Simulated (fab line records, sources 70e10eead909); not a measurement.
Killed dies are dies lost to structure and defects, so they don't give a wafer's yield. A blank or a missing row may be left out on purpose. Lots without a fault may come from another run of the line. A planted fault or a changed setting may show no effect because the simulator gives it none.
A struck lot beside a sound one | flow nand_harc | 15 steps out of a route of 1302
Sound: wafers L734.3, L734.5, L734.6. Struck: wafer L739.3. (L739.1, L739.4 of the same lot were not struck and are left out.) The cause comes at the end.
At each step with rows: each side's tool, then ch and its chambers, then its first start. Under that, the readings that differ: sound wafers | struck wafers | difference of the means | sigmas: that difference in standard deviations of wafers without a fault.
alike: readings whose means differ by less than 2 such deviations, and words and numbers that are the same on both sides. not compared: withheld readings, readings that some wafer has no value for, bounds like >300 that may hide the same value, and numbers for which the record gives no deviation and whose values overlap.
The two part at a step that has a row with sigmas, a row that says differs or no value, or rows on one side only. Numbers that don't overlap but have no deviation are shown without sigmas and don't part them. A reading that every wafer of one side lacks parts them only if that side has two wafers or more.

NHARC_A_CHANNEL_HOLE_D1_ETCH_19: etches the open film in C4F8/O2/Ar, time 34.5 s.
  sound on har_etch-01 ch 0,1, day 11 05:29; struck on har_etch-01 ch 0, day 13 03:39
  alike: drypump_motor_current_A, run_length_s, showerhead_plenum_p_Torr, throttle_valve_pct
  not compared: rf_hours_counter_h
then, 1 step without rows for these wafers: NHARC_A_CHANNEL_HOLE_D1_ETCH_20 (etches the open film in C4F8/O2/Ar, time 361.9 s, target depth 1600 nm).
NHARC_A_CHANNEL_HOLE_D1_ETCH_21: etches the open film in C4F8/O2/Ar, time 514.3 s, target depth 1600 nm.
  sound on har_etch-01 ch 0,1, day 11 06:04; struck on har_etch-01 ch 0, day 13 04:05
  alike: drypump_motor_current_A, showerhead_plenum_p_Torr, throttle_valve_pct
  not compared: rf_hours_counter_h, run_length_s
NHARC_A_CHANNEL_HOLE_D1_ETCH_22: etches the open film in C4F8/O2/Ar, time 666.7 s, target depth 1600 nm.
  sound on har_etch-01 ch 0,1, day 11 06:34; struck on har_etch-01 ch 0, day 13 04:31
  alike: drypump_motor_current_A, showerhead_plenum_p_Torr, throttle_valve_pct
  not compared: rf_hours_counter_h, run_length_s
NHARC_A_CHANNEL_HOLE_D1_ETCH_23: etches the open film in C4F8/O2/Ar, time 819 s, target depth 1600 nm.
  sound on har_etch-01 ch 0,1, day 11 07:13; struck on har_etch-01 ch 0, day 13 05:05
  alike: drypump_motor_current_A, showerhead_plenum_p_Torr, throttle_valve_pct
  not compared: rf_hours_counter_h, run_length_s
then, 2 steps without rows for these wafers: NHARC_A_CHANNEL_HOLE_D1_ETCH_24 (etches the open film in C4F8/O2/Ar, time 906.2 s, target depth 1500 nm); NHARC_A_CHANNEL_HOLE_D1_ETCH_25 (etches the open film in C4F8/O2/Ar, time 1040.2 s, target depth 1500 nm).
NHARC_A_CHANNEL_HOLE_D1_ETCH_26: etches the open film in C4F8/O2/Ar, time 224.1 s, target depth 300 nm.
  sound on har_etch-01 ch 0,1, day 11 09:18; struck on har_etch-01 ch 0, day 13 07:25
  alike: drypump_motor_current_A, showerhead_plenum_p_Torr, throttle_valve_pct
  not compared: rf_hours_counter_h, run_length_s
then, 4 steps without rows for these wafers: NHARC_A_CHANNEL_HOLE_D1_ETCH_33 (etches the open film in C4F8/O2/Ar, time 90 s, target depth 400 nm); NHARC_A_CHANNEL_HOLE_D1_STRIP_41 (strips in N2/H2); NHARC_A_CHANNEL_HOLE_D1_STRIP_42 (strips in CF4/CHF3); NHARC_A_CHANNEL_HOLE_D1_STRIP_43 (strips in O2/COS).
NHARC_A_CHANNEL_HOLE_D1_ETCH_44: etches the open film in CF4/O2, target depth 140 nm, overetch 14 nm, time 77 s.
  sound on rie_diel-11 ch 0,1,2, day 11 10:10; struck on rie_diel-11 ch 1, day 13 08:22
  reading          | sound          | struck | difference | sigmas
  run_length_s (s) | 98.3 98.2 98.2 | 88.3   | -9.9       | -24
  alike: drypump_motor_current_A, oes_product_au, rf_vpp_V, showerhead_plenum_p_Torr, throttle_valve_pct
  not compared: bias_w, rf_hours_counter_h
then, 1 step without rows for these wafers: NHARC_A_CHANNEL_HOLE_D1_STRIP_27 (strips in O2).
-- the record jumps here: 16 days lie between the struck wafers' starts before and after (it left off in module A_CHANNEL_HOLE_D1 and takes up again in module END, whose first step shown is number 1302 of the route) --
NHARC_END_SORT_01:
  the record has rows for the struck wafers here (prober-01 ch 0, day 28 20:30) and none for the sound ones

WHERE THEY PART
First at NHARC_A_CHANNEL_HOLE_D1_ETCH_44; last, within this record, at NHARC_END_SORT_01.

WHY: what the simulator had put in
Process parameter drift: rie_diel-11, from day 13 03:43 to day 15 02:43, at NHARC_A_CHANNEL_HOLE_D1_ETCH_44. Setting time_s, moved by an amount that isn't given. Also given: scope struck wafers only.
